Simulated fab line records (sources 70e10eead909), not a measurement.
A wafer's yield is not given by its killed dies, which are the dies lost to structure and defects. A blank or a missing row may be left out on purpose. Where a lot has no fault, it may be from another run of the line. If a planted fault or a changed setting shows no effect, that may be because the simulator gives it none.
Chamber matching | flow nand-harc | NHARC_A_STAIRCASE_DEP_322 on pecvd-01 has 3 sister chambers
The step deposits SiO2, target thk 7200 nm. 3 wafers are shown with their chamber, then 9 later ones without.

== WAFERS PAIRED WITH THEIR CHAMBERS ==
wafer  | chamber | heater-power-w (W)
L091.2 | 1       | 641
L091.4 | 2       | 587
L091.5 | 0       | 632

== WAFERS MISSING THEIR CHAMBER ==
wafer  | heater-power-w (W)
L092.4 | 632
L092.5 | 594
L092.6 | 635
L094.2 | 692
L094.4 | 642
L094.5 | 611
L095.1 | 752
L095.2 | 637
L095.5 | 578

== EACH ONE'S CHAMBER ==
wafer  | from the rows above          | in truth
L092.4 | can't be placed: 0 or 1 or 2 | 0
L092.5 | can't be placed: 2 or 0 or 1 | 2
L092.6 | can't be placed: 0 or 1 or 2 | 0
L094.2 | can't be placed: 1 or 0 or 2 | 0
L094.4 | can't be placed: 1 or 0 or 2 | 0
L094.5 | can't be placed: 0 or 2 or 1 | 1
L095.1 | can't be placed: 1 or 0 or 2 | 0
L095.2 | can't be placed: 1 or 0 or 2 | 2
L095.5 | can't be placed: 2 or 0 or 1 | 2
0 of 9 placed correctly. These rows do not allow placing 9 (true chamber among the candidates in 9). Placed wrongly: 0.
How it was worked out, from the rows above alone: a wafer's distance from a chamber is the root of the sum, over the readings, of the square of ((its reading less the chamber's mean) divided by the reading's scatter). The wafer belongs to the nearest chamber; if the next one is less than 2 further off, it can't be placed. The mean given for a chamber averages the wafers shown for that chamber. The scatter: root of mean squared gap, hidden wafer to nearest shown wafer, with one shown wafer a chamber.
